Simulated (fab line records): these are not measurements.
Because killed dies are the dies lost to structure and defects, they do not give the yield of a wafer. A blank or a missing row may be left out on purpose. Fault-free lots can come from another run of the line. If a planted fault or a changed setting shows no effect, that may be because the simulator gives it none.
fab line records ; flow n5-finfet
record lots=5; wafers=15; last-day=17
route steps=1938 shown BEOL_M13@1661
lots that met no fault: taken from a fault-free run of the same line
start-h: start of the lot's first displayed wafer, in hours after the record's first day ; wait-h: hours from the lot's prior step to this one ; " identical to the entry in the row above ; L1.1+2: several wafers, shown together as one row ; - either no value or no given start ; * or withheld: withheld ; < > ~ a bound
route shown NAME@n: names a module that has steps shown in the file, with the first one's number in the route ; usual: mean/standard deviation of fault-free wafers ; same: alike in all rows ; chamber/n: place in a boat ; sites: readings site by site ; _std_site: the standard deviation of these ; _edge_site: outer sites' mean less inner sites' ; radius-mm: for every site, how far away it sits from the centre of the wafer ; mask NAME#n: copy n ; behind: the last tool/chamber to shape the wafer ; hold: why the lot was held/for how many hours/how that ended ; device: whichever transistor did not switch (one of n, p or np) ; end of line: the route-end tests of the same wafers ; where a step has no rows: the recipe by itself ; killed: the dies lost at the first sort to structure and to defects; this is not the yield of the wafer ; map: a wafer's dies, marking killed ones x, the rest . and places with no die _
set.NAME: the run value of the setting; set.NAME@STEP: its run value at that earlier step ; model.NAME: the simulator's own value behind a step, which no gauge read
a table for each step, a row for each wafer; lots at some steps of the route
services: from which hour (start-h, from the record's first day; less than 0 if before it) a tool's chamber was out of use, for how many hours, and why
## steps
# step N5_BEOL_M13_COAT_58
# recipe resist=BARC; temp-c=205; time-s=60; spin-rpm=1500; resist-thk-nm=89
lot.wafer;tool;chamber;start-h;wait-h
L077.1+3+4;litho-track-05;0;278.01;0.0
L081.2+3+4;litho-track-05;0;280.15;0.0
L083.1+3+6;litho-track-05;0;293.30;0.0
L088.1+2+4;litho-track-05;0;333.77;0.0
L095.2+5+6;litho-track-02;0;385.91;0.0
# step N5_BEOL_M13_COAT_04
# recipe spin-rpm=1625; resist-thk-nm=400
lot.wafer;tool;chamber;start-h;wait-h
L077.1+3+4;litho-track-05;0;-;-
L081.2+3+4;litho-track-05;0;-;-
L083.1+3+6;litho-track-05;0;-;-
L088.1+2+4;litho-track-05;0;-;-
L095.2+5+6;litho-track-02;0;-;-
# step N5_BEOL_M13_EBR_06
# recipe solvent=PGMEA; ebr-width-mm=1.5
lot.wafer;tool;chamber;start-h;wait-h
L077.1+3+4;litho-track-05;0;-;-
L081.2+3+4;litho-track-05;0;-;-
L083.1+3+6;litho-track-05;0;-;-
L088.1+2+4;litho-track-05;0;-;-
L095.2+5+6;litho-track-02;0;-;-
# step N5_BEOL_M13_SOFTBAKE_05
# recipe temp-c=130; time-s=60
lot.wafer;tool;chamber;start-h;wait-h
L077.1+3+4;litho-track-05;0;-;-
L081.2+3+4;litho-track-05;0;-;-
L083.1+3+6;litho-track-05;0;-;-
L088.1+2+4;litho-track-05;0;-;-
L095.2+5+6;litho-track-02;0;-;-
# step N5_BEOL_M13_EXPOSE_07
# recipe mask-id=V12; na=0.93; source-shape=conventional; sigma-outer=0.6; polarization=unpolarized; attpsm-phase-deg=180; dose-mj=24.8
lot.wafer;tool;chamber;start-h;wait-h;mask
L077.1+3+4;krf-scanner-02;0;278.11;-;V12#0
L081.2+3+4;krf-scanner-02;0;280.25;-;V12#0
L083.1+3+6;krf-scanner-01;0;293.53;-;V12#0
L088.1+2+4;krf-scanner-02;0;333.87;-;V12#0
L095.2+5+6;krf-scanner-01;0;386.02;-;V12#0
# step N5_BEOL_M13_PEB_08
# recipe peb-temp-c=130; peb-time-s=90
lot.wafer;tool;chamber;start-h;wait-h
L077.1+3+4;litho-track-02;0;278.17;0.1
L081.2+3+4;litho-track-04;0;280.30;0.0
L083.1+3+6;litho-track-02;0;293.59;0.1
L088.1+2+4;litho-track-04;0;333.93;0.1
L095.2+5+6;litho-track-04;0;386.07;0.0
# step N5_BEOL_M13_DEVELOP_09
# recipe develop-time-s=45; rinse-liquid=diw; dry=air-spin; dev-temp-c=21
lot.wafer;tool;chamber;start-h;wait-h
L077.1+3+4;litho-track-02;0;-;-
L081.2+3+4;litho-track-04;0;-;-
L083.1+3+6;litho-track-02;0;-;-
L088.1+2+4;litho-track-04;0;-;-
L095.2+5+6;litho-track-04;0;-;-
# step N5_BEOL_M13_HARDBAKE_14
# recipe temp-c=130; time-s=120
lot.wafer;tool;chamber;start-h;wait-h
L077.1+3+4;litho-track-02;0;-;-
L081.2+3+4;litho-track-04;0;-;-
L083.1+3+6;litho-track-02;0;-;-
L088.1+2+4;litho-track-04;0;-;-
L095.2+5+6;litho-track-04;0;-;-
# step N5_BEOL_M13_CD_MEAS_10
# recipe target-cd-nm=190; landing-energy-ev=500; detector=se-inlens; polarity=opening
# usual cd-nm=190.7/1.8
lot.wafer;tool;chamber;start-h;wait-h;cd-nm
L077.1;cd-sem-03;0;278.28;-;191.7
L077.3;cd-sem-03;0;278.28;-;190.5
L077.4;cd-sem-03;0;278.28;-;191.0
L081.2;cd-sem-01;0;280.42;-;194.2
L081.3;cd-sem-01;0;280.42;-;193.2
L081.4;cd-sem-01;0;280.42;-;193.3
L083.1;cd-sem-01;0;293.70;-;192.8
L083.3;cd-sem-01;0;293.70;-;191.5
L083.6;cd-sem-01;0;293.70;-;192.3
L088.1;cd-sem-03;0;334.04;-;188.6
L088.2;cd-sem-03;0;334.04;-;189.0
L088.4;cd-sem-03;0;334.04;-;189.1
L095.2;cd-sem-03;0;386.19;-;187.8
L095.5;cd-sem-03;0;386.19;-;189.2
L095.6;cd-sem-03;0;386.19;-;189.7
# step N5_BEOL_M13_OVL_MEAS_11
# recipe points-per-wafer=44
# usual V12_OVL=0/4.3
lot.wafer;tool;chamber;start-h;wait-h;V12_OVL[nm]
L077.1;overlay-02;0;278.31;0.0;-3
L077.3;overlay-02;0;278.31;0.0;-2
L077.4;overlay-02;0;278.31;0.0;-2
L081.2;overlay-02;0;280.45;0.0;15
L081.3;overlay-02;0;280.45;0.0;0
L081.4;overlay-02;0;280.45;0.0;8
L083.1;overlay-02;0;293.73;0.0;-3
L083.3;overlay-02;0;293.73;0.0;-4
L083.6;overlay-02;0;293.73;0.0;-1
L088.1;overlay-01;0;334.07;0.0;-4
L088.2;overlay-01;0;334.07;0.0;-1
L088.4;overlay-01;0;334.07;0.0;1
L095.2;overlay-01;0;386.22;0.0;7
L095.5;overlay-01;0;386.22;0.0;-2
L095.6;overlay-01;0;386.22;0.0;1
# step N5_BEOL_M13_INSPECT_12
# recipe mode=adi; inspect-instrument=macro
# usual raw-defect-count=2.0/1.4
lot.wafer;tool;chamber;start-h;wait-h;raw-defect-count
L077.1;defect-inspect-02;-;278.34;0.0;2
L077.3;defect-inspect-02;-;278.34;0.0;0
L077.4;defect-inspect-02;-;278.34;0.0;2
L081.2;defect-inspect-02;-;280.47;0.0;2
L081.3;defect-inspect-02;-;280.47;0.0;1
L081.4;defect-inspect-02;-;280.47;0.0;5
L083.1;defect-inspect-02;-;293.76;0.0;2
L083.3;defect-inspect-02;-;293.76;0.0;4
L083.6;defect-inspect-02;-;293.76;0.0;2
L088.1;defect-inspect-02;-;334.10;0.0;0
L088.2;defect-inspect-02;-;334.10;0.0;1
L088.4;defect-inspect-02;-;334.10;0.0;2
L095.2;defect-inspect-01;-;386.24;0.0;2
L095.5;defect-inspect-01;-;386.24;0.0;4
L095.6;defect-inspect-01;-;386.24;0.0;1
# step N5_BEOL_M13_DESCUM_15
# recipe chemistry=O2; time-s=7.9; source-power-w=50; bias-power-w=20; pressure-mtorr=20; rf-frequency-hz=2.712e+07; temp-c=40; o2-flow-sccm=225
# usual drypump-motor-current-A=5.6/0.49; oes-product-au=0.74/0.055; rf-vpp-V=243.2/1.5; showerhead-plenum-p-Torr=2.10/0.089; throttle-valve-pct=20.54/0.23
lot.wafer;tool;chamber;start-h;wait-h;drypump-motor-current-A;oes-product-au;rf-hours-counter-h;rf-vpp-V;showerhead-plenum-p-Torr;throttle-valve-pct
L077.1;rie-diel-02;3;278.37;0.0;5.6;0.81;84;244.3;2.19;20.29
L077.3;rie-diel-02;1;278.37;0.0;4.9;0.68;233;241.8;1.97;20.11
L077.4;rie-diel-02;0;278.37;0.0;5.3;0.70;199;243.8;2.06;20.62
L081.2;rie-diel-03;3;280.51;0.0;5.9;0.75;137;245.0;2.18;20.54
L081.3;rie-diel-03;1;280.51;0.0;5.2;0.71;183;243.4;2.08;20.77
L081.4;rie-diel-03;0;280.51;0.0;5.3;0.72;205;242.5;2.07;20.71
L083.1;rie-diel-02;1;293.79;0.0;4.9;0.67;237;240.3;1.97;20.13
L083.3;rie-diel-02;3;293.79;0.0;5.6;0.82;89;245.2;2.19;20.30
L083.6;rie-diel-02;3;293.79;0.0;5.6;0.81;-;245.5;2.19;20.30
L088.1;rie-diel-03;2;334.14;0.0;6.4;0.71;202;245.2;2.15;20.25
L088.2;rie-diel-03;1;334.14;0.0;5.2;0.70;200;243.5;2.08;20.77
L088.4;rie-diel-03;2;334.14;0.0;6.4;0.71;-;243.8;2.15;20.24
L095.2;rie-diel-03;3;386.35;0.1;5.8;0.71;169;244.2;2.17;20.59
L095.5;rie-diel-03;2;386.35;0.1;6.5;0.69;-;243.9;2.14;20.27
L095.6;rie-diel-03;3;386.35;0.1;5.8;0.71;-;244.0;2.17;20.57
# step N5_BEOL_M13_ETCH_59
# recipe chemistry=N2/H2; target=BARC; target-depth-a=890; overetch-a=267; time-s=67.9; ion-energy-ev=200; pressure-mtorr=30; source-w=840; bias-w=150; n2-flow-sccm=200; h2-flow-sccm=200
# usual drypump-motor-current-A=5.6/0.49; h2-flow-sccm=199.9/0.59; oes-product-au=0.64/0.044; rf-vpp-V=524/3.2; showerhead-plenum-p-Torr=2.56/0.11; throttle-valve-pct=18.02/0.23
lot.wafer;tool;chamber;start-h;wait-h;drypump-motor-current-A;h2-flow-sccm;oes-product-au;rf-hours-counter-h;rf-vpp-V;showerhead-plenum-p-Torr;throttle-valve-pct
L077.1;rie-diel-02;3;278.41;0.0;5.6;200.7;0.71;84;526;2.66;17.72
L077.3;rie-diel-02;1;278.41;0.0;4.9;200.9;0.59;233;520;2.40;17.59
L077.4;rie-diel-02;0;278.41;0.0;5.3;199.8;0.61;199;524;2.54;18.33
L081.2;rie-diel-03;3;280.54;0.0;5.8;200.5;0.64;137;527;2.66;18.03
L081.3;rie-diel-03;1;280.54;0.0;5.2;199.8;0.61;183;523;2.52;18.20
L081.4;rie-diel-03;0;280.54;0.0;5.3;200.3;0.62;205;523;2.51;18.09
L083.1;rie-diel-02;1;293.83;0.0;4.9;199.9;0.59;237;520;2.39;17.58
L083.3;rie-diel-02;3;293.83;0.0;5.6;200.7;0.71;89;527;2.66;17.74
L083.6;rie-diel-02;3;293.83;0.0;5.6;200.5;0.69;-;527;2.66;17.74
L088.1;rie-diel-03;2;334.17;0.0;6.4;198.7;0.62;202;526;2.64;17.85
L088.2;rie-diel-03;1;334.17;0.0;5.2;199.5;0.61;200;524;2.51;18.22
L088.4;rie-diel-03;2;334.17;0.0;6.4;198.2;0.60;-;524;2.64;17.87
L095.2;rie-diel-03;3;386.38;0.0;5.9;200.2;0.62;169;526;2.65;18.07
L095.5;rie-diel-03;2;386.38;0.0;6.5;200.7;0.60;-;526;2.63;17.87
L095.6;rie-diel-03;3;386.38;0.0;5.9;200.5;0.62;-;528;2.65;18.08
# step N5_BEOL_M13_VIA_ETCH_16
# recipe chemistry=C4F8/O2/Ar; target=SiOC; pressure-mtorr=30; source-w=3000; bias-w=700; Ar_flow_sccm=400; C4F8_flow_sccm=15; O2_flow_sccm=8; he-inner-torr=15; he-outer-torr=30; target-depth-a=9217; time-s=withheld; ion-energy-ev=250; ends=cleared
# usual drypump-motor-current-A=5.6/0.49; oes-product-au=0.67/0.049; rf-vpp-V=666/3.9; showerhead-plenum-p-Torr=3.44/0.13; throttle-valve-pct=24.36/0.22
lot.wafer;tool;chamber;start-h;wait-h;drypump-motor-current-A;oes-product-au;rf-vpp-V;showerhead-plenum-p-Torr;throttle-valve-pct
L077.1;rie-diel-02;3;278.46;0.0;5.6;0.74;670;3.61;24.30
L077.3;rie-diel-02;1;278.46;0.0;4.9;0.61;659;3.26;23.96
L077.4;rie-diel-02;0;278.46;0.0;5.3;0.64;664;3.41;24.58
L081.2;rie-diel-03;3;280.59;0.0;5.9;0.68;670;3.55;24.27
L081.3;rie-diel-03;1;280.59;0.0;5.2;0.64;665;3.41;24.57
L081.4;rie-diel-03;0;280.59;0.0;5.3;0.65;665;3.39;24.53
L083.1;rie-diel-02;1;293.88;0.0;4.9;0.61;661;3.26;23.97
L083.3;rie-diel-02;3;293.88;0.0;5.6;0.74;670;3.60;24.31
L083.6;rie-diel-02;3;293.88;0.0;5.6;0.74;670;3.60;24.31
L088.1;rie-diel-03;2;334.22;0.0;6.5;0.65;669;3.52;24.04
L088.2;rie-diel-03;1;334.22;0.0;5.2;0.64;665;3.40;24.59
L088.4;rie-diel-03;2;334.22;0.0;6.5;0.65;667;3.52;24.05
L095.2;rie-diel-03;3;386.44;0.0;5.9;0.65;671;3.53;24.32
L095.5;rie-diel-03;2;386.44;0.0;6.4;0.63;667;3.51;24.07
L095.6;rie-diel-03;3;386.44;0.0;5.9;0.65;669;3.53;24.32
# step N5_BEOL_M13_STRIP_63
# recipe chemistry=N2/H2; power-w=1000; temp-c=250; h2-frac=0.65; overash-fraction=0.3; pressure-mtorr=1000; n2-flow-sccm=1750; h2-flow-sccm=3250
# usual drypump-motor-current-A=5.7/0.66; h2-flow-sccm=3250/8.7; heater-power-w=325/50; oes-product-au=0.674/0.0048; strip-time-to-endpoint-s=27.8/1.1
lot.wafer;tool;chamber;start-h;wait-h;drypump-motor-current-A;h2-flow-sccm;heater-power-w;oes-product-au;rf-hours-counter-h;strip-time-to-endpoint-s
L077.1;plasma-asher-01;0;278.69;-;5.1;3256;341;0.671;122;28.8
L077.3;plasma-asher-01;1;278.69;-;6.5;3254;272;0.676;-;30.0
L077.4;plasma-asher-01;0;278.69;-;5.1;3259;341;0.675;-;27.7
L081.2;plasma-asher-02;1;280.83;-;5.1;3245;432;0.678;78;28.6
L081.3;plasma-asher-02;0;280.83;-;5.5;3249;338;0.678;-;27.7
L081.4;plasma-asher-02;1;280.83;-;5.1;3241;438;0.672;-;27.6
L083.1;plasma-asher-01;0;294.46;-;5.1;3260;329;0.675;125;28.3
L083.3;plasma-asher-01;1;294.46;-;6.5;3248;269;0.683;-;30.4
L083.6;plasma-asher-01;0;294.46;-;5.1;3261;336;0.674;-;28.1
L088.1;plasma-asher-02;1;334.46;-;5.1;3241;435;0.677;89;28.0
L088.2;plasma-asher-02;0;334.46;-;5.4;3262;333;0.683;89;28.8
L088.4;plasma-asher-02;1;334.46;-;5.1;3243;417;0.678;-;27.8
L095.2;plasma-asher-01;0;386.67;-;5.1;3260;343;0.684;143;30.3
L095.5;plasma-asher-01;1;386.67;-;6.5;3247;263;0.681;-;28.8
L095.6;plasma-asher-01;0;386.67;-;5.1;3251;346;0.670;-;26.8
# step N5_BEOL_M13_STRIP_64
# recipe chemistry=N2/H2; power-w=1000; temp-c=250; h2-frac=0.65; overash-fraction=0.3; pressure-mtorr=withheld; n2-flow-sccm=1750; h2-flow-sccm=3250
# usual drypump-motor-current-A=5.7/0.66; h2-flow-sccm=3249/11; heater-power-w=325/51; oes-product-au=0.715/0.0044; strip-time-to-endpoint-s=31.32/0.085
lot.wafer;tool;chamber;start-h;wait-h;drypump-motor-current-A;h2-flow-sccm;heater-power-w;oes-product-au;rf-hours-counter-h;strip-time-to-endpoint-s
L077.1;plasma-asher-01;0;278.75;0.0;5.1;3248;335;0.712;122;31.34
L077.3;plasma-asher-01;1;278.75;0.0;6.5;3250;274;0.725;-;31.35
L077.4;plasma-asher-01;0;278.75;0.0;5.1;3251;355;0.715;-;31.35
L081.2;plasma-asher-02;1;280.89;0.0;5.1;3261;428;0.714;78;31.40
L081.3;plasma-asher-02;0;280.89;0.0;5.5;3248;340;0.722;-;31.40
L081.4;plasma-asher-02;1;280.89;0.0;5.1;3236;430;0.704;-;31.45
L083.1;plasma-asher-01;0;294.52;0.0;5.1;3240;332;0.710;125;31.42
L083.3;plasma-asher-01;1;294.52;0.0;6.5;3253;273;0.714;-;31.32
L083.6;plasma-asher-01;0;294.52;0.0;5.1;3239;334;0.721;-;31.29
L088.1;plasma-asher-02;1;334.52;0.0;5.1;3258;416;0.715;89;31.44
L088.2;plasma-asher-02;0;334.52;0.0;5.4;3236;335;0.717;89;31.49
L088.4;plasma-asher-02;1;334.52;0.0;5.1;3251;429;0.725;-;31.47
L095.2;plasma-asher-01;0;386.73;0.0;5.1;3251;344;0.717;143;31.28
L095.5;plasma-asher-01;1;386.73;0.0;6.5;3234;269;0.714;-;31.24
L095.6;plasma-asher-01;0;386.73;0.0;5.1;3249;332;0.708;-;31.28
# step N5_BEOL_M13_STRIP_71
# recipe chemistry=post-etch-residue-remover; time-s=60; temp-c=25; remover-ph=withheld; remover-water-wt-pct=withheld; remover-fluoride-wt-pct=withheld
lot.wafer;tool;chamber;start-h;wait-h
L077.1+3+4;wet-bench-05;0,7,4;278.84;0.1
L081.2+3+4;wet-bench-03;2,5,6;280.98;0.1
L083.1+3+6;wet-bench-03;5,3,6;294.61;0.1
L088.1+2+4;wet-bench-05;5,3,1;334.61;0.1
L095.2+5+6;wet-bench-03;3,4,6;386.82;0.1
# step N5_BEOL_M13_SRD_72
# recipe time-s=30; temp-c=23; rinse-liquid=diw; dry=n2-spin; spin-rpm=1500; dry-time-s=30
# usual do-supply-ppb=10.00/0.1
lot.wafer;tool;chamber;start-h;wait-h;do-supply-ppb
L077.1;wet-bench-05;0;278.86;0.0;9.91
L077.3;wet-bench-05;7;278.86;0.0;9.91
L077.4;wet-bench-05;4;278.86;0.0;10.09
L081.2;wet-bench-03;2;281.00;0.0;9.99
L081.3;wet-bench-03;5;281.00;0.0;9.82
L081.4;wet-bench-03;6;281.00;0.0;9.99
L083.1;wet-bench-03;5;294.63;0.0;9.82
L083.3;wet-bench-03;3;294.63;0.0;10.13
L083.6;wet-bench-03;6;294.63;0.0;10.33
L088.1;wet-bench-05;5;334.63;0.0;9.93
L088.2;wet-bench-05;3;334.63;0.0;10.05
L088.4;wet-bench-05;1;334.63;0.0;9.95
L095.2;wet-bench-03;3;386.84;0.0;9.94
L095.5;wet-bench-03;4;386.84;0.0;9.91
L095.6;wet-bench-03;6;386.84;0.0;10.13
# step N5_BEOL_M13_CD_MEAS_17
# recipe target-cd-nm=190; polarity=opening
# usual cd-nm=191.2/1.9
lot.wafer;tool;chamber;start-h;wait-h;cd-nm
L077.1;cd-sem-01;-;278.90;0.0;190.7
L077.3;cd-sem-01;-;278.90;0.0;189.4
L077.4;cd-sem-01;-;278.90;0.0;192.6
L081.2;cd-sem-01;-;281.04;0.0;193.8
L081.3;cd-sem-01;-;281.04;0.0;193.8
L081.4;cd-sem-01;-;281.04;0.0;194.6
L083.1;cd-sem-02;-;294.67;0.0;192.8
L083.3;cd-sem-02;-;294.67;0.0;191.1
L083.6;cd-sem-02;-;294.67;0.0;192.3
L088.1;cd-sem-02;-;334.67;0.0;186.9
L088.2;cd-sem-02;-;334.67;0.0;189.6
L088.4;cd-sem-02;-;334.67;0.0;189.1
L095.2;cd-sem-02;-;386.88;0.0;188.5
L095.5;cd-sem-02;-;386.88;0.0;189.1
L095.6;cd-sem-02;-;386.88;0.0;190.4
# step N5_BEOL_M13_COAT_65
# recipe resist=SOC; temp-c=250; time-s=60; spin-rpm=1500; resist-thk-nm=350
lot.wafer;tool;chamber;start-h;wait-h
L077.1+3+4;litho-track-02;0;278.94;0.0
L081.2+3+4;litho-track-04;0;281.07;0.0
L083.1+3+6;litho-track-02;0;294.71;0.0
L088.1+2+4;litho-track-04;0;334.71;0.0
L095.2+5+6;litho-track-04;0;386.92;0.0
# step N5_BEOL_M13_COAT_66
# recipe resist=SiARC; temp-c=220; time-s=60; spin-rpm=1500; resist-thk-nm=110
lot.wafer;tool;chamber;start-h;wait-h
L077.1+3+4;litho-track-02;0;-;-
L081.2+3+4;litho-track-04;0;-;-
L083.1+3+6;litho-track-02;0;-;-
L088.1+2+4;litho-track-04;0;-;-
L095.2+5+6;litho-track-04;0;-;-
# step N5_BEOL_M13_COAT_22
# recipe spin-rpm=2888; resist-thk-nm=300
lot.wafer;tool;chamber;start-h;wait-h
L077.1+3+4;litho-track-02;0;-;-
L081.2+3+4;litho-track-04;0;-;-
L083.1+3+6;litho-track-02;0;-;-
L088.1+2+4;litho-track-04;0;-;-
L095.2+5+6;litho-track-04;0;-;-
# step N5_BEOL_M13_EBR_24
# recipe solvent=PGMEA; ebr-width-mm=1.5
lot.wafer;tool;chamber;start-h;wait-h
L077.1+3+4;litho-track-02;0;-;-
L081.2+3+4;litho-track-04;0;-;-
L083.1+3+6;litho-track-02;0;-;-
L088.1+2+4;litho-track-04;0;-;-
L095.2+5+6;litho-track-04;0;-;-
# step N5_BEOL_M13_SOFTBAKE_23
# recipe temp-c=130; time-s=60
lot.wafer;tool;chamber;start-h;wait-h
L077.1+3+4;litho-track-02;0;-;-
L081.2+3+4;litho-track-04;0;-;-
L083.1+3+6;litho-track-02;0;-;-
L088.1+2+4;litho-track-04;0;-;-
L095.2+5+6;litho-track-04;0;-;-
# step N5_BEOL_M13_EXPOSE_25
# recipe mask-id=M13; na=0.93; source-shape=conventional; sigma-outer=0.4; polarization=unpolarized; target-cd-nm=210; dose-mj=22
lot.wafer;tool;chamber;start-h;wait-h;mask
L077.1+3+4;krf-scanner-02;0;279.18;-;M13#0
L081.2+3+4;krf-scanner-01;0;281.32;-;M13#0
L083.1+3+6;krf-scanner-02;0;294.83;-;M13#0
L088.1+2+4;krf-scanner-02;0;334.96;-;M13#0
L095.2+5+6;krf-scanner-02;0;387.16;-;M13#0
# step N5_BEOL_M13_PEB_26
# recipe peb-temp-c=130; peb-time-s=90
lot.wafer;tool;chamber;start-h;wait-h
L077.1+3+4;litho-track-04;0;279.24;0.1
L081.2+3+4;litho-track-05;0;281.37;0.0
L083.1+3+6;litho-track-02;0;294.88;0.1
L088.1+2+4;litho-track-04;0;335.01;0.1
L095.2+5+6;litho-track-02;0;387.22;0.0
# step N5_BEOL_M13_DEVELOP_27
# recipe develop-time-s=45; rinse-liquid=diw; dry=air-spin; dev-temp-c=21
lot.wafer;tool;chamber;start-h;wait-h
L077.1+3+4;litho-track-04;0;-;-
L081.2+3+4;litho-track-05;0;-;-
L083.1+3+6;litho-track-02;0;-;-
L088.1+2+4;litho-track-04;0;-;-
L095.2+5+6;litho-track-02;0;-;-
# step N5_BEOL_M13_HARDBAKE_32
# recipe temp-c=130; time-s=120
lot.wafer;tool;chamber;start-h;wait-h
L077.1+3+4;litho-track-04;0;-;-
L081.2+3+4;litho-track-05;0;-;-
L083.1+3+6;litho-track-02;0;-;-
L088.1+2+4;litho-track-04;0;-;-
L095.2+5+6;litho-track-02;0;-;-
# step N5_BEOL_M13_CD_MEAS_28
# recipe target-cd-nm=209.5; landing-energy-ev=500; detector=se-inlens
# usual cd-nm=209.7/1.4
lot.wafer;tool;chamber;start-h;wait-h;cd-nm
L077.1;cd-sem-02;0;279.35;-;207.8
L077.3;cd-sem-02;0;279.35;-;207.6
L077.4;cd-sem-02;0;279.35;-;209.4
L081.2;cd-sem-01;0;281.49;-;209.8
L081.3;cd-sem-01;0;281.49;-;211.9
L081.4;cd-sem-01;0;281.49;-;209.6
L083.1;cd-sem-02;0;295.00;-;207.4
L083.3;cd-sem-02;0;295.00;-;206.7
L083.6;cd-sem-02;0;295.00;-;208.2
L088.1;cd-sem-02;0;335.13;-;208.8
L088.2;cd-sem-02;0;335.13;-;208.4
L088.4;cd-sem-02;0;335.13;-;210.0
L095.2;cd-sem-02;0;387.33;-;207.3
L095.5;cd-sem-02;0;387.33;-;208.4
L095.6;cd-sem-02;0;387.33;-;208.8
# step N5_BEOL_M13_OVL_MEAS_29
# recipe points-per-wafer=44
# usual M13_OVL=-3/5.6
lot.wafer;tool;chamber;start-h;wait-h;M13_OVL[nm]
L077.1;overlay-01;0;279.38;0.0;-4
L077.3;overlay-01;0;279.38;0.0;-10
L077.4;overlay-01;0;279.38;0.0;-7
L081.2;overlay-01;0;281.52;0.0;-14
L081.3;overlay-01;0;281.52;0.0;-16
L081.4;overlay-01;0;281.52;0.0;-9
L083.1;overlay-01;0;295.03;0.0;-2
L083.3;overlay-01;0;295.03;0.0;6
L083.6;overlay-01;0;295.03;0.0;-5
L088.1;overlay-02;0;335.16;0.0;-6
L088.2;overlay-02;0;335.16;0.0;-3
L088.4;overlay-02;0;335.16;0.0;-9
L095.2;overlay-02;0;387.36;0.0;0
L095.5;overlay-02;0;387.36;0.0;4
L095.6;overlay-02;0;387.36;0.0;3
# step N5_BEOL_M13_INSPECT_30
# recipe mode=adi; inspect-instrument=macro
# usual raw-defect-count=2.2/1.4
lot.wafer;tool;chamber;start-h;wait-h;raw-defect-count
L077.1;defect-inspect-02;-;279.41;0.0;2
L077.3;defect-inspect-02;-;279.41;0.0;6
L077.4;defect-inspect-02;-;279.41;0.0;1
L081.2;defect-inspect-02;-;281.54;0.0;2
L081.3;defect-inspect-02;-;281.54;0.0;2
L081.4;defect-inspect-02;-;281.54;0.0;2
L083.1;defect-inspect-01;-;295.05;0.0;3
L083.3;defect-inspect-01;-;295.05;0.0;0
L083.6;defect-inspect-01;-;295.05;0.0;2
L088.1;defect-inspect-02;-;335.18;0.0;0
L088.2;defect-inspect-02;-;335.18;0.0;3
L088.4;defect-inspect-02;-;335.18;0.0;0
L095.2;defect-inspect-02;-;387.39;0.0;3
L095.5;defect-inspect-02;-;387.39;0.0;3
L095.6;defect-inspect-02;-;387.39;0.0;1
## services
tool;chamber;start-h;hours;kind
rie-diel-02;2;286.38;3.2;repair
krf-scanner-01;-;292.33;0.8;pm
plasma-asher-02;-;293.46;2.6;repair
krf-scanner-01;-;294.42;0.8;pm
krf-scanner-01;0;295.36;-;calibration
krf-scanner-01;-;296.04;2.2;repair
krf-scanner-02;-;300.13;0.8;pm
krf-scanner-02;0;303.20;-;calibration
litho-track-02;-;312.56;-;consumable-replace:filter
rie-diel-03;3;322.36;15.4;repair
krf-scanner-01;-;328.22;0.2;repair
rie-diel-02;1;334.87;-;clean
rie-diel-02;1;334.87;-;consumable-replace:focus-ring
rie-diel-02;1;334.87;-;consumable-replace:showerhead
rie-diel-02;1;334.87;27.6;scheduled-down
rie-diel-02;1;334.87;27.6;vent-cycle
rie-diel-03;1;337.77;14.5;repair
krf-scanner-01;-;341.14;1.0;pm
krf-scanner-02;-;363.75;1.3;pm
krf-scanner-02;-;368.70;1.3;repair
krf-scanner-02;-;381.74;1.0;pm
rie-diel-03;0;382.92;3.2;repair
krf-scanner-01;-;384.18;1.3;pm
## key
fault none
